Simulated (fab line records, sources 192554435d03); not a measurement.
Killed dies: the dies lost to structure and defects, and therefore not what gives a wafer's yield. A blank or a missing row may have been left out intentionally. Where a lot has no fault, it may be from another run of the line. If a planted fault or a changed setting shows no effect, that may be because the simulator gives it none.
Split-lot study :: flow n5_finfet :: route with 1938 steps; 7 lots, 21 wafers read

== THE SPLIT ==
At N5_BEOL_M15_ILD_DEP_00 (deposits SiO2 from TEOS/O2, target thk 1629.3 nm, time 346.1 s), the setting temp_c was moved away from the recipe's 400 C on 7 of the 21 wafers read, by -1.7% to +1.2%. For the rest of the wafers, this setting stayed at what the recipe calls for.

The file shows no step between the split and the reading.

== THE READING ==
At N5_BEOL_M15_THK_MEAS_01: M15_ILD_THK, given in nm. On this fab line, fault-free wafers typically give 1625 nm with a standard deviation of 27 nm.

wafer: L078.1
tool, chamber at the split: pecvd-03, 2
temp_c as run, C: 404.7
against the recipe: +1.2%
M15_ILD_THK, nm: 1572
against lot-mates on the recipe: -63

wafer: L078.2
tool, chamber at the split: pecvd-03, 0
temp_c as run, C: 400
against the recipe: recipe
M15_ILD_THK, nm: 1635
against lot-mates on the recipe: -

wafer: L078.3
tool, chamber at the split: pecvd-03, 1
temp_c as run, C: 404.7
against the recipe: +1.2%
M15_ILD_THK, nm: 1553
against lot-mates on the recipe: -82

wafer: L081.1
tool, chamber at the split: pecvd-03, 1
temp_c as run, C: 400
against the recipe: recipe
M15_ILD_THK, nm: 1628
against lot-mates on the recipe: -

wafer: L081.3
tool, chamber at the split: pecvd-03, 0
temp_c as run, C: 400
against the recipe: recipe
M15_ILD_THK, nm: 1653
against lot-mates on the recipe: -

wafer: L081.6
tool, chamber at the split: pecvd-03, 2
temp_c as run, C: 395.3
against the recipe: -1.2%
M15_ILD_THK, nm: 1712
against lot-mates on the recipe: +72

wafer: L089.3
tool, chamber at the split: pecvd-04, 0
temp_c as run, C: 393.3
against the recipe: -1.7%
M15_ILD_THK, nm: 1682
against lot-mates on the recipe: +54

wafer: L089.5
tool, chamber at the split: pecvd-04, 1
temp_c as run, C: 400
against the recipe: recipe
M15_ILD_THK, nm: 1628
against lot-mates on the recipe: -

wafer: L089.6
tool, chamber at the split: pecvd-04, 2
temp_c as run, C: 393.3
against the recipe: -1.7%
M15_ILD_THK, nm: 1755
against lot-mates on the recipe: +127

wafer: L090.1
tool, chamber at the split: pecvd-03, 0
temp_c as run, C: 400
against the recipe: recipe
M15_ILD_THK, nm: 1620
against lot-mates on the recipe: -

wafer: L090.5
tool, chamber at the split: pecvd-03, 2
temp_c as run, C: 400
against the recipe: recipe
M15_ILD_THK, nm: 1581
against lot-mates on the recipe: -

wafer: L090.6
tool, chamber at the split: pecvd-03, 1
temp_c as run, C: 400
against the recipe: recipe
M15_ILD_THK, nm: 1602
against lot-mates on the recipe: -

wafer: L096.1
tool, chamber at the split: pecvd-03, 2
temp_c as run, C: 400
against the recipe: recipe
M15_ILD_THK, nm: 1573
against lot-mates on the recipe: -

wafer: L096.2
tool, chamber at the split: pecvd-03, 1
temp_c as run, C: 400
against the recipe: recipe
M15_ILD_THK, nm: 1591
against lot-mates on the recipe: -

wafer: L096.4
tool, chamber at the split: pecvd-03, 2
temp_c as run, C: 400
against the recipe: recipe
M15_ILD_THK, nm: 1601
against lot-mates on the recipe: -

wafer: L094.1
tool, chamber at the split: pecvd-03, 2
temp_c as run, C: 397.1
against the recipe: -0.7%
M15_ILD_THK, nm: 1621
against lot-mates on the recipe: +25

wafer: L094.2
tool, chamber at the split: pecvd-03, 1
temp_c as run, C: 400
against the recipe: recipe
M15_ILD_THK, nm: 1596
against lot-mates on the recipe: -

wafer: L094.5
tool, chamber at the split: pecvd-03, 1
temp_c as run, C: 397.1
against the recipe: -0.7%
M15_ILD_THK, nm: 1638
against lot-mates on the recipe: +42

wafer: L097.1
tool, chamber at the split: pecvd-03, 2
temp_c as run, C: 400
against the recipe: recipe
M15_ILD_THK, nm: 1628
against lot-mates on the recipe: -

wafer: L097.2
tool, chamber at the split: pecvd-03, 0
temp_c as run, C: 400
against the recipe: recipe
M15_ILD_THK, nm: 1618
against lot-mates on the recipe: -

wafer: L097.3
tool, chamber at the split: pecvd-03, 1
temp_c as run, C: 400
against the recipe: recipe
M15_ILD_THK, nm: 1608
against lot-mates on the recipe: -

FIT RESULTS
A straight line over all 21 wafers: M15_ILD_THK changes by -56.4 nm for each +1% of temp_c; r = -0.85; the points scatter about the line by 26 nm.
The same after taking each lot's own level away (the mean of its wafers on the recipe; 21 wafers): -56.6 nm for each +1%; r = -0.93; scatter 16 nm.
On that fit, the largest move of temp_c shifts the reading by 95 nm.
Measured against the standard deviation above, the lots' own levels, which go from 1588.3 to 1640.5 nm, span 1.9 times it.
So the lot-to-lot level changes the slope little: the two slopes agree.
Check: for one of the wafers moved furthest among these (-1.7%), held out of the fit, the line's prediction against its lot-mates is +108 nm. Against them it came out at +54 nm.

== FURTHER SPLITS ON THESE WAFERS ==
These wafers also went through other splits before the reading. Each is held against what the fit with the lots' levels taken away leaves over:
other split on the same wafers: N5_BEOL_M14_DESCUM_33 time_s
wafers away from the commonest value: 8
r with M15_ILD_THK (lot level and that fit taken away): +0.23

== THE WHOLE CHAIN: every reading that the file lists as answering this split, in the file's order ==
step: N5_BEOL_M15_ILD_DEP_00
what it does: deposits SiO2 from TEOS/O2, target thk 1629.3 nm, time 346.1 s
reading: SiO2_of_BEOL_M15_ILD_DEP_00.thk_nm (the simulator's own value, which no gauge read)
change (the file's fit): -56.2 nm for each +1% of the setting
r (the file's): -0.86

step: N5_BEOL_M15_THK_MEAS_01
what it does: 
reading: M15_ILD_THK
change (the file's fit): -56.5 for each +1% of the setting
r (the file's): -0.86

step: N5_BEOL_M15_VIA_ETCH_16
what it does: etches SiO2 in C4F8/O2/Ar, target depth 1792.2 nm
reading: etch.depth_nm (the simulator's own value, which no gauge read)
change (the file's fit): -56.2 nm for each +1% of the setting
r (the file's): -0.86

== THE FILE'S OWN FIT ==
M15_ILD_THK changes by -56.5 nm for each +1% of temp_c, r = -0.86.
